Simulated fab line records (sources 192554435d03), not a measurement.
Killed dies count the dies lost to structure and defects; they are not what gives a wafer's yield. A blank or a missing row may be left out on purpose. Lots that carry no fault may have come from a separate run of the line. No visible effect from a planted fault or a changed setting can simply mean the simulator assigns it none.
Matching of chambers ; flow n5-finfet ; N5_BEOL_M0_SAQP_SPACER1_ALD_98 on ald-sin-02: 4 sister chambers
The step deposits SiO2, target thk 12.8 nm, pulse time 1 s, purge time 2 s. 4 wafers are shown with their chamber, then 9 later ones without.

WAFERS, EACH WITH ITS CHAMBER
wafer;chamber;heater-power-w (W)
L081.1;1;571
L084.4;2;455
L088.3;0;491
L088.5;3;405

WAFERS WHOSE CHAMBER IS MISSING
wafer;heater-power-w (W)
L092.2;543
L092.4;391
L092.6;525
L093.2;396
L093.5;498
L093.6;546
L097.1;394
L097.2;501
L097.6;507

EACH ONE'S CHAMBER
wafer;from the rows above;in truth
L092.2;can't be placed: 1 or 0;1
L092.4;3;3
L092.6;can't be placed: 0 or 1 or 2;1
L093.2;3;3
L093.5;can't be placed: 0 or 2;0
L093.6;can't be placed: 1 or 0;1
L097.1;3;3
L097.2;can't be placed: 0 or 2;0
L097.6;can't be placed: 0 or 2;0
Placed correctly: 3 of 9. Cannot be placed on the basis of these rows: 6; the candidates contain the true chamber in 6. 0 placed wrongly.
How it was worked out, from the rows above alone: a wafer's distance from a chamber is the root of the sum, over the readings, of the square of ((its reading less the chamber's mean) divided by the reading's scatter). The wafer belongs to the nearest chamber; if the next one is less than 2 further off, it can't be placed. Each chamber's mean is taken over the wafers shown for it. The scatter: root of mean squared gap, hidden wafer to nearest shown wafer, with one shown wafer a chamber.
